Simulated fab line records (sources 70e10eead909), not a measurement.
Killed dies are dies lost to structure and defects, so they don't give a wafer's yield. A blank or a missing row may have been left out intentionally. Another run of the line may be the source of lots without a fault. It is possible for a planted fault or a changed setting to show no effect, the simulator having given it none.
Chamber matching    flow nand_harc    NHARC_P_GATE_STRIP_108 on rie_diel-04: 4 sister chambers
The step strips in O2. 4 wafers are shown with their chamber, then 7 later ones without.

WAFERS PAIRED WITH THEIR CHAMBERS
wafer   chamber  showerhead_plenum_p_Torr (Torr)
L086.3  0        3.63
L086.1  2        3.32
L088.1  3        3.72
L088.4  1        3.29

WAFERS MISSING THEIR CHAMBER
wafer   showerhead_plenum_p_Torr (Torr)
L088.6  3.72
L090.1  3.72
L090.3  3.29
L090.6  3.72
L092.2  3.62
L092.3  3.29
L092.4  3.31

WHICH CHAMBER EACH WENT THROUGH
wafer   from the rows above      in truth
L088.6  3                        3
L090.1  3                        3
L090.3  1                        1
L090.6  3                        3
L092.2  0                        0
L092.3  1                        1
L092.4  can't be placed: 2 or 1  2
6 of 7 placed correctly. Unplaceable from these rows: 1, with the true chamber sitting among the candidates in 1. 0 placed wrongly.
How it was worked out, from the rows above alone: a wafer's distance from a chamber is the root of the sum, over the readings, of the square of ((its reading less the chamber's mean) divided by the reading's scatter). If the next closest chamber is less than 2 further off than the closest, the wafer can't be placed; otherwise it belongs to the closest. A chamber's mean is the mean of its shown wafers. The scatter: with one shown wafer a chamber, the root of the mean of the squares of how far each hidden wafer lies from its nearest shown one.
